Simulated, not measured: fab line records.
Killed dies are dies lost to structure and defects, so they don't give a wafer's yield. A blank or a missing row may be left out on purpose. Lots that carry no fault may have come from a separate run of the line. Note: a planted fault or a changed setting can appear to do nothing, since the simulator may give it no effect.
Split-lot experiment | flow n5 finfet | 39 wafers read across 7 lots, on a route 1938 steps long

## ON THE SPLIT
At N5_FIN_SAQP_DEVELOP_15 (develop time 30 s), the setting develop time s was moved away from the recipe's 30 s on 9 of the 39 wafers read, by -48.6% to +54.4%. For the rest of the wafers, this setting stayed at what the recipe calls for.

There is no step in the file separating the split from the reading.

## THE READING
cd nm at N5_FIN_SAQP_CD_MEAS_16, given in nm (cd target 35.6 nm). Fault-free wafers of this fab line usually give 35.60 nm, standard deviation 0.29 nm.

wafer  | tool, chamber at the split | develop time s as run, s | against the recipe | cd nm, nm | against lot-mates on the recipe
L074.1 | litho track-02, 0          | 30                       | recipe             | 35.68     | -
L074.3 | litho track-02, 0          | 30                       | recipe             | 35.93     | -
L074.6 | litho track-02, 0          | 30                       | recipe             | 34.96     | -
L080.1 | litho track-02, 0          | 30                       | recipe             | 35.86     | -
L080.2 | litho track-02, 0          | 30                       | recipe             | 35.74     | -
L080.3 | litho track-02, 0          | 46.31                    | +54.4%             | 34.57     | -1.30
L080.4 | litho track-02, 0          | 30                       | recipe             | 36.01     | -
L080.5 | litho track-02, 0          | 46.31                    | +54.4%             | 34.34     | -1.53
L080.6 | litho track-02, 0          | 46.31                    | +54.4%             | 34.73     | -1.14
L082.1 | litho track-02, 0          | 30                       | recipe             | 35.70     | -
L082.2 | litho track-02, 0          | 30                       | recipe             | 35.93     | -
L082.3 | litho track-02, 0          | 15.41                    | -48.6%             | 37.08     | +1.45
L082.4 | litho track-02, 0          | 15.41                    | -48.6%             | 36.84     | +1.21
L082.5 | litho track-02, 0          | 30                       | recipe             | 35.25     | -
L082.6 | litho track-02, 0          | 15.41                    | -48.6%             | 37.08     | +1.45
L087.1 | litho track-01, 0          | 30                       | recipe             | 35.32     | -
L087.2 | litho track-01, 0          | 30                       | recipe             | 35.52     | -
L087.3 | litho track-01, 0          | 30                       | recipe             | 35.49     | -
L087.4 | litho track-01, 0          | 30                       | recipe             | 36.03     | -
L087.5 | litho track-01, 0          | 30                       | recipe             | 35.71     | -
L087.6 | litho track-01, 0          | 30                       | recipe             | 36.09     | -
L092.1 | litho track-02, 0          | 30                       | recipe             | 35.82     | -
L092.2 | litho track-02, 0          | 30                       | recipe             | 35.99     | -
L092.3 | litho track-02, 0          | 30                       | recipe             | 35.39     | -
L092.4 | litho track-02, 0          | 30                       | recipe             | 35.53     | -
L092.5 | litho track-02, 0          | 30                       | recipe             | 35.94     | -
L092.6 | litho track-02, 0          | 30                       | recipe             | 35.93     | -
L093.1 | litho track-02, 0          | 30                       | recipe             | 35.60     | -
L093.2 | litho track-02, 0          | 30                       | recipe             | 35.76     | -
L093.3 | litho track-02, 0          | 30                       | recipe             | 35.88     | -
L093.4 | litho track-02, 0          | 30                       | recipe             | 35.82     | -
L093.5 | litho track-02, 0          | 30                       | recipe             | 35.74     | -
L093.6 | litho track-02, 0          | 30                       | recipe             | 35.84     | -
L094.1 | litho track-02, 0          | 30                       | recipe             | 35.11     | -
L094.2 | litho track-02, 0          | 36.52                    | +21.7%             | 35.05     | -0.23
L094.3 | litho track-02, 0          | 36.52                    | +21.7%             | 34.69     | -0.59
L094.4 | litho track-02, 0          | 30                       | recipe             | 35.41     | -
L094.5 | litho track-02, 0          | 30                       | recipe             | 35.32     | -
L094.6 | litho track-02, 0          | 36.52                    | +21.7%             | 34.78     | -0.50

FIT RESULTS
A straight line over all 39 wafers: cd nm changes by -0.0249 nm for each +1% of develop time s; r = -0.88; the points scatter about the line by 0.29 nm.
The same after taking each lot's own level away (the mean of its wafers on the recipe; 39 wafers): -0.0257 nm for each +1%; r = -0.92; scatter 0.23 nm.
On that fit, the largest move of develop time s shifts the reading by 1.4 nm.
Measured against the standard deviation above, the lots' own levels, which go from 35.280 to 35.870 nm, span 2.0 times it.
So the lot-to-lot level changes the slope little: the two slopes agree.
Check: with one of the wafers moved furthest among these (+54.4%) left out of the fit, the line predicts -1.39 nm for it against its lot-mates. It came out at -1.3 nm against them.

## THE FILE'S OWN FIT
cd nm changes by -0.0256 nm for each +1% of develop time s, r = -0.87.
